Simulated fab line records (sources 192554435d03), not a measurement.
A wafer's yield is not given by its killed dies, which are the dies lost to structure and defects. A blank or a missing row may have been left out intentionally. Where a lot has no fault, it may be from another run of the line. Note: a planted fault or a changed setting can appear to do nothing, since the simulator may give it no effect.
Chamber matching / flow n5Finfet / N5_BEOL_M1_STRIP_36 on rieDiel-01 has 4 sister chambers
The step strips in N2/H2. 4 wafers are shown with their chamber, then 8 later ones without.

## EACH WAFER AND ITS CHAMBER
wafer=L081.6; chamber=3; showerheadPlenumPTorr (Torr)=2.42
wafer=L085.2; chamber=2; showerheadPlenumPTorr (Torr)=2.59
wafer=L085.6; chamber=1; showerheadPlenumPTorr (Torr)=2.54
wafer=L087.2; chamber=0; showerheadPlenumPTorr (Torr)=2.61

## WAFERS WITHOUT THEIR CHAMBER
wafer=L087.4; showerheadPlenumPTorr (Torr)=2.59
wafer=L087.6; showerheadPlenumPTorr (Torr)=2.61
wafer=L093.4; showerheadPlenumPTorr (Torr)=2.60
wafer=L093.5; showerheadPlenumPTorr (Torr)=2.60
wafer=L093.6; showerheadPlenumPTorr (Torr)=2.54
wafer=L095.2; showerheadPlenumPTorr (Torr)=2.58
wafer=L095.5; showerheadPlenumPTorr (Torr)=2.41
wafer=L095.6; showerheadPlenumPTorr (Torr)=2.60

## EACH ONE'S CHAMBER
wafer=L087.4; from the rows above=2; in truth=2
wafer=L087.6; from the rows above=0; in truth=0
wafer=L093.4; from the rows above=can't be placed: 0 or 2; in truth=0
wafer=L093.5; from the rows above=can't be placed: 0 or 2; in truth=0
wafer=L093.6; from the rows above=1; in truth=1
wafer=L095.2; from the rows above=2; in truth=2
wafer=L095.5; from the rows above=3; in truth=3
wafer=L095.6; from the rows above=can't be placed: 0 or 2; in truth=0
Correctly placed: 5 of 8. These rows do not allow placing 3 (true chamber among the candidates in 3). 0 placed wrongly.
How it was worked out, from the rows above alone: a wafer's distance from a chamber is the root of the sum, over the readings, of the square of ((its reading less the chamber's mean) divided by the reading's scatter). The wafer belongs to the nearest chamber; if the next one is less than 2 further off, it can't be placed. A chamber's mean is the mean of its shown wafers. The scatter (one wafer shown for each chamber): square how far every hidden wafer sits from the nearest shown wafer, average those squares and take the square root.
